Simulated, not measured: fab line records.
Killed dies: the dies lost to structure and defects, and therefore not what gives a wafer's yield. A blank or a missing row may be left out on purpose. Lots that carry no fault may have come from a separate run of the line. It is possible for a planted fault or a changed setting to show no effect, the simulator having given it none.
Chamber matching :: flow n5-finfet :: cvd-co-02 running N5_BEOL_M3_CO_CAP_55: 3 sister chambers
The step material Co, precursor CCTBA/H2, target thk 2 nm, time 102.1 s. 3 wafers are shown with their chamber, then 12 later ones without.

## WAFERS PAIRED WITH THEIR CHAMBERS
wafer: L086.5
chamber: 0
heater-power-w (W): 235

wafer: L090.3
chamber: 1
heater-power-w (W): 304

wafer: L090.5
chamber: 2
heater-power-w (W): 196

## WAFERS MISSING THEIR CHAMBER
wafer: L088.1
heater-power-w (W): 299

wafer: L088.3
heater-power-w (W): 237

wafer: L088.4
heater-power-w (W): 228

wafer: L094.1
heater-power-w (W): 302

wafer: L094.5
heater-power-w (W): 234

wafer: L094.6
heater-power-w (W): 315

wafer: L095.2
heater-power-w (W): 201

wafer: L095.3
heater-power-w (W): 313

wafer: L095.4
heater-power-w (W): 298

wafer: L097.3
heater-power-w (W): 237

wafer: L097.5
heater-power-w (W): 233

wafer: L097.6
heater-power-w (W): 294

## CHAMBER TAKEN BY EACH
wafer: L088.1
from the rows above: 1
in truth: 1

wafer: L088.3
from the rows above: 0
in truth: 0

wafer: L088.4
from the rows above: 0
in truth: 0

wafer: L094.1
from the rows above: 1
in truth: 1

wafer: L094.5
from the rows above: 0
in truth: 0

wafer: L094.6
from the rows above: 1
in truth: 1

wafer: L095.2
from the rows above: 2
in truth: 2

wafer: L095.3
from the rows above: 1
in truth: 1

wafer: L095.4
from the rows above: 1
in truth: 1

wafer: L097.3
from the rows above: 0
in truth: 0

wafer: L097.5
from the rows above: 0
in truth: 0

wafer: L097.6
from the rows above: 1
in truth: 1
12 of 12 placed correctly. From these rows, 0 cannot be placed. Placed wrongly: 0.
How it was worked out, from the rows above alone: a wafer's distance from a chamber is the root of the sum, over the readings, of the square of ((its reading less the chamber's mean) divided by the reading's scatter). The wafer belongs to the nearest chamber; if the next one is less than 2 further off, it can't be placed. For every chamber, the mean is computed from those of its wafers that are shown. The scatter: root of mean squared gap, hidden wafer to nearest shown wafer, with one shown wafer a chamber.
